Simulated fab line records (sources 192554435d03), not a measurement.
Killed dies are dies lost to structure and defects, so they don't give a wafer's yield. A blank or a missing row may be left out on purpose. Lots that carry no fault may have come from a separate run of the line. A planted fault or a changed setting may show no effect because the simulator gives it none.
8D (eight disciplines) problem report, filled in by code || flow n5-finfet || the parts of the form that need people (team, actions taken, sign-off) are left out

== 1. THE PROBLEM ==
Wafers without a fault read 830 W, standard deviation 3.5; rf-fwd-power-W at N5_DUMMY_GATE_ETCH_37 reads a mean of 1036 W on 2 wafers belonging to 2 lots. That puts it +59 standard deviations away from the usual mean.
The step: etches SOC in N2/H2, target depth 60 nm, overetch 30 nm.
First seen on wafer L631.6, day 7 00:41, on rie-diel-06. Wafers with a number at this step in the record: 14, from 6 lots. The rule behind "out" and "out of limits": a value lying over 4 standard deviations away from the usual mean. The other wafers with a number count as sound.

== 2. WHAT THIS IS AND IS NOT ==
{"question": "which readings at this step", "is": "rf-fwd-power-W, rf-vpp-V", "is not": "drypump-motor-current-A, oes-product-au, showerhead-plenum-p-Torr, throttle-valve-pct"}
{"question": "which lots", "is": "L631, L633", "is not": "L616, L628, L635, L637"}
{"question": "which wafers of those lots", "is": "all that have a number", "is not": "-"}
{"question": "read on which tools", "is": "rie-diel-06", "is not": "rie-diel-02, rie-diel-03"}
{"question": "when", "is": "from day 7 00:41", "is not": "up to then (6 sound wafers); but 6 sound wafers of L635, L637 came after"}

== 3. SUSPECTS, AND WHAT RULES EACH OUT ==
Counting: a tool at any process step up to the reading remains a suspect when it ran all the lots that are out and ran no sound lot after the first of those.
- rie-diel-06 at N5_DUMMY_GATE_ETCH_29 (etches underlayer in N2/H2, target depth 13 nm): kept. Every lot that is out went through it, starting with L631 (day 7 00:37), and after that it ran no sound lot; the last sound lot it ran before then is L628 (day 6 08:08).
- rie-diel-06 at N5_DUMMY_GATE_ETCH_37 (etches SOC in N2/H2, target depth 60 nm, overetch 30 nm): kept. Every lot that is out went through it, starting with L631 (day 7 00:41), and after that it ran no sound lot; the last sound lot it ran before then is L628 (day 6 08:13). Its own rf-fwd-power-W, rf-vpp-V readings are out on those wafers.
Left after counting: rie-diel-06 at N5_DUMMY_GATE_ETCH_29, rie-diel-06 at N5_DUMMY_GATE_ETCH_37.

== 4. THE CAUSE (what the simulator had put in) ==
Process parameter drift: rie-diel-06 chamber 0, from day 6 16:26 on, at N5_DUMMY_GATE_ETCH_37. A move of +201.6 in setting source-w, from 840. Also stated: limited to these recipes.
Of the 2 suspects that counting leaves, this tool is one.

== 5. THE EFFECT CHAIN, in route order ==
Rows list readings where the struck wafers' mean (over those with a number) sits beyond 3 standard deviations from the usual. Only readings for which the record gives a usual standard deviation are gone through. hours: the time from each lot's start at the first step in this table that gives one to its start at this step, as a median over the lots. sigmas: the change in usual standard deviations.
{"hours": 0, "step": "N5_DUMMY_GATE_ETCH_37", "reading": "rf-fwd-power-W", "usual": "830 W", "on struck wafers": 1036, "change": "+206", "sigmas": "+59"}
{"hours": 0, "step": "N5_DUMMY_GATE_ETCH_37", "reading": "rf-vpp-V", "usual": "524.8 V", "on struck wafers": 487.2, "change": -37.5, "sigmas": -14}
Here are the process steps it includes:
- N5_DUMMY_GATE_ETCH_37: etches SOC in N2/H2, target depth 60 nm, overetch 30 nm.
At these later measuring or inspecting steps, every struck wafer for which the step has a row has a number for every such reading, and none has moved that far: N5_DUMMY_GATE_CD_MEAS_50, N5_DUMMY_GATE_CD_MEAS_24.

== 6. WHAT WOULD HAVE CAUGHT IT SOONER ==
In this record no reading fell out of limits until day 7 00:41, 8 hours after the fault had begun at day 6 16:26.
